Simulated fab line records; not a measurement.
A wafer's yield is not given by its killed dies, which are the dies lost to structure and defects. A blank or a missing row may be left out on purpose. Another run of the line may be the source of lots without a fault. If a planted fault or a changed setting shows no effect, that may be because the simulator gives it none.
The tool behind it: which one? + flow nand harc + 6 lots, 18 wafers sampled, at 2 steps of a route of 1302

== WHAT THE GAUGES SHOWED, per wafer ==
NHARC_P_STI_INSPECT_11.
| lot  | measured     | on                | raw defect count |
|------|--------------|-------------------|------------------|
| L501 | day 4 01:22  | defect inspect-02 | 9 4 3            |
| L504 | day 5 10:13  | defect inspect-01 | 2 6 3            |
| L508 | day 6 23:29  | defect inspect-02 | 7 9 3            |
| L511 | day 8 04:33  | defect inspect-02 | 716 772 736      |
| L519 | day 11 18:10 | defect inspect-02 | 4 11 6           |
| L521 | day 12 09:35 | defect inspect-01 | 8 10 5           |

== TOOL THAT RAN EACH LOT (tool first, then ch and the chambers of the sampled wafers, then the start) ==
| lot  | NHARC_P_STI_OXIDE_29          |
|------|-------------------------------|
| L501 | furnace-02 ch 0, day 3 14:01  |
| L504 | furnace-02 ch 0, day 4 22:51  |
| L508 | furnace-01 ch 0, day 6 12:14  |
| L511 | furnace-07 ch 0, day 7 17:14  |
| L519 | furnace-07 ch 0, day 11 05:52 |
| L521 | furnace-07 ch 0, day 11 22:16 |
- NHARC_P_STI_OXIDE_29: material SiO2, target thk 10 nm, ox time 1362 s.

== THE ANSWER, worked out from the rows above alone ==
Rule: usual is defined by the lots themselves. The widest of any qualifying gaps counts: lots, ordered by their means at a reading, are off when they make up no more than a third of the lots, leave a main group of 4 or more, and stand apart from it by 3 or more times the standard deviation of that group's means. Not used: any main group whose means are identical at the precision the tables above print for the reading. Also off: a lot with no number at a reading for which 4 or more lots have one. The other lots that the step has rows for count as sound.
Off: L511, at NHARC_P_STI_INSPECT_11 (raw defect count). Mean 6.0 and standard deviation 1.4 in the main group.
If a tool, at a process step before that reading, ran all the lots that are off and no sound lot after the first of them, it fits. The gauges at NHARC_P_STI_INSPECT_11 are tried like those tools. No candidate that was tried fits.

== WHAT WAS PUT IN BY THE SIMULATOR ==
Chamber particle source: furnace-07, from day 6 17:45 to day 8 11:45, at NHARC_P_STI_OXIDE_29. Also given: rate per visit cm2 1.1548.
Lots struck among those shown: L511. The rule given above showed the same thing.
